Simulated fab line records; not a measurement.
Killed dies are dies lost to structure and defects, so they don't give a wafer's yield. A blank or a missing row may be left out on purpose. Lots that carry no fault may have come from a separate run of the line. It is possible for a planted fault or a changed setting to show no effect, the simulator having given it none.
Matching of chambers -- flow n5Finfet -- N5_GATE_CUT_CMP_02 on cmp-02 has 4 sister chambers
The step polishes, stops on SiO2, t overpolish 12.7 s, target thk 0 nm. 8 wafers are shown with their chamber, then 9 later ones without.

WAFERS WITH THEIR CHAMBER
wafer,chamber,timeToEndpointS (s),motorCurrentA (A)
L080.3,1,30.7,9.8
L080.5,2,25.5,8.9
L085.1,0,24.3,9.6
L085.3,3,22.0,8.4
L085.6,3,22.7,9.4
L090.2,2,25.1,9.2
L090.5,1,26.9,9.2
L090.6,0,24.3,9.3

WAFERS WHOSE CHAMBER IS MISSING
wafer,timeToEndpointS (s),motorCurrentA (A)
L094.1,25.3,9.7
L094.3,28.7,10.0
L094.5,21.8,8.9
L096.3,28.4,10.2
L096.5,25.2,8.8
L096.6,25.8,9.9
L097.1,27.1,9.8
L097.2,23.3,8.7
L097.6,28.7,9.7

THE CHAMBER EACH PASSED THROUGH
wafer,from the rows above,in truth
L094.1,can't be placed: 0 or 2 or 1 or 3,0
L094.3,1,1
L094.5,can't be placed: 3 or 0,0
L096.3,can't be placed: 1 or 0 or 2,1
L096.5,can't be placed: 2 or 0 or 3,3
L096.6,can't be placed: 0 or 2 or 1 or 3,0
L097.1,can't be placed: 1 or 2 or 0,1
L097.2,can't be placed: 3 or 2 or 0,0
L097.6,1,1
2 of 9 placed correctly. From these rows, 7 cannot be placed; in 7 the true chamber is one of the candidates. Placed wrongly: 0.
How it was worked out, from the rows above alone: a wafer's distance from a chamber is the root of the sum, over the readings, of the square of ((its reading less the chamber's mean) divided by the reading's scatter). The wafer belongs to the nearest chamber; if the next one is less than 2 further off, it can't be placed. For every chamber, the mean is computed from those of its wafers that are shown. The scatter: take each reading less its chamber's mean, square it, sum over the shown wafers, divide by the number of wafers less the number of chambers, and take the root.
